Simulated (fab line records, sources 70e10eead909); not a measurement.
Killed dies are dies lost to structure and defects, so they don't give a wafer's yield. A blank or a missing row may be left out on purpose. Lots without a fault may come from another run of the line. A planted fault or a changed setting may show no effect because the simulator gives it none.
Chamber matching | flow nand_harc | NHARC_A_CHANNEL_HOLE_D2_DESCUM_15 on rie_diel-04: 4 sister chambers
The step chemistry O2, time 3 s. 14 wafers are shown with their chamber, then 7 later ones without.

WAFERS WITH THEIR CHAMBER
wafer  | chamber | oes_product_au (a.u.) | throttle_valve_pct (%) | rf_vpp_V (V)
L631.2 | 2       | 0.988                 | 11.311                 | 58.4
L631.3 | 0       | 1.020                 | 11.308                 | 60.2
L631.4 | 3       | 0.982                 | 11.315                 | 59.2
L632.1 | 0       | 1.003                 | 11.307                 | 58.2
L632.3 | 3       | 0.989                 | 11.301                 | 57.5
L632.4 | 1       | 0.973                 | 11.304                 | 59.7
L633.1 | 2       | 0.992                 | 11.309                 | 58.6
L633.2 | 3       | 0.996                 | 11.289                 | 58.8
L633.6 | 1       | 0.968                 | 11.311                 | 58.2
L642.1 | 0       | 1.017                 | 11.319                 | 58.6
L642.3 | 2       | 1.017                 | 11.315                 | 55.7
L642.4 | 1       | 1.001                 | 11.318                 | 59.9
L643.1 | 0       | 1.005                 | 11.314                 | 57.1
L643.2 | 2       | 1.003                 | 11.305                 | 58.0

SIGNATURES (means of the wafers above)
reading            | chamber 0 | chamber 1 | chamber 2 | chamber 3 | scatter within a chamber
oes_product_au     | 1.01125   | 0.98067   | 1.00000   | 0.98900   | 0.0121
throttle_valve_pct | 11.31200  | 11.31100  | 11.31000  | 11.30167  | 0.00763
rf_vpp_V           | 58.525    | 59.267    | 57.675    | 58.500    | 1.17
Rule: a wafer's distance from a chamber is the root of the sum, over the readings, of the square of ((its reading less the chamber's mean) divided by the reading's scatter). The wafer belongs to the nearest chamber; if the next one is less than 2 further off, it can't be placed. The scatter: the root of (the sum of the squares of (reading less its chamber's mean) over the shown wafers, divided by (wafers less chambers)).

WAFERS WITHOUT THEIR CHAMBER
wafer  | oes_product_au (a.u.) | throttle_valve_pct (%) | rf_vpp_V (V)
L643.6 | 1.001                 | 11.323                 | 58.5
L646.1 | 1.010                 | 11.307                 | 57.6
L646.2 | 1.013                 | 11.318                 | 58.2
L646.4 | 1.016                 | 11.304                 | 59.8
L649.1 | 1.012                 | 11.286                 | 59.1
L649.4 | 1.023                 | 11.290                 | 58.7
L649.5 | 0.999                 | 11.315                 | 56.4

WHICH CHAMBER EACH WENT THROUGH
wafer  | from the rows above               | in truth
L643.6 | can't be placed: 0 or 2 or 1 or 3 | 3
L646.1 | can't be placed: 2 or 0 or 3 or 1 | 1
L646.2 | can't be placed: 0 or 2           | 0
L646.4 | can't be placed: 0 or 2 or 3 or 1 | 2
L649.1 | can't be placed: 3 or 0 or 2 or 1 | 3
L649.4 | can't be placed: 0 or 3 or 2 or 1 | 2
L649.5 | can't be placed: 2 or 0 or 3 or 1 | 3
Placed correctly: 0 of 7. Can't be placed from these rows: 7 (the true chamber is among the candidates in 7). Placed wrongly: 0.
